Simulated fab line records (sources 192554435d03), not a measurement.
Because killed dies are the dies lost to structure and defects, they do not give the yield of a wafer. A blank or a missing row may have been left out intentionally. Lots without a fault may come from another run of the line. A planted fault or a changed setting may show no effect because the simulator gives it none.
Chamber matching ; flow n5_finfet ; 4 sister chambers for N5_BEOL_M0_SAQP_MANDREL1_REMOVE_100 on rie_si-06
The step chemistry HBr/Cl2/O2, target a-Si, stops on SiNx, bt time 10 s. 4 wafers are shown with their chamber, then 9 later ones without.

## WAFERS, EACH WITH ITS CHAMBER
wafer;chamber;drypump_motor_current_A (A)
L076.2;0;5.6
L080.6;1;6.0
L088.1;2;4.9
L088.5;3;5.1

## WAFERS WITH NO CHAMBER GIVEN
wafer;drypump_motor_current_A (A)
L092.2;4.9
L092.5;6.0
L092.6;5.6
L093.1;4.9
L093.4;5.0
L093.5;5.0
L097.1;5.1
L097.2;4.9
L097.3;5.6

## THE CHAMBER EACH PASSED THROUGH
wafer;from the rows above;in truth
L092.2;2;2
L092.5;1;1
L092.6;0;0
L093.1;2;2
L093.4;can't be placed: 2 or 3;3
L093.5;can't be placed: 2 or 3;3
L097.1;3;3
L097.2;2;2
L097.3;0;0
Correct placement for 7 of the 9. Unplaceable from these rows: 2, with the true chamber sitting among the candidates in 2. Wrongly placed: 0.
How it was worked out, from the rows above alone: a wafer's distance from a chamber is the root of the sum, over the readings, of the square of ((its reading less the chamber's mean) divided by the reading's scatter). If the next closest chamber is less than 2 further off than the closest, the wafer can't be placed; otherwise it belongs to the closest. A chamber's mean is the mean of its shown wafers. The scatter: with one shown wafer a chamber, the root of the mean of the squares of how far each hidden wafer lies from its nearest shown one.
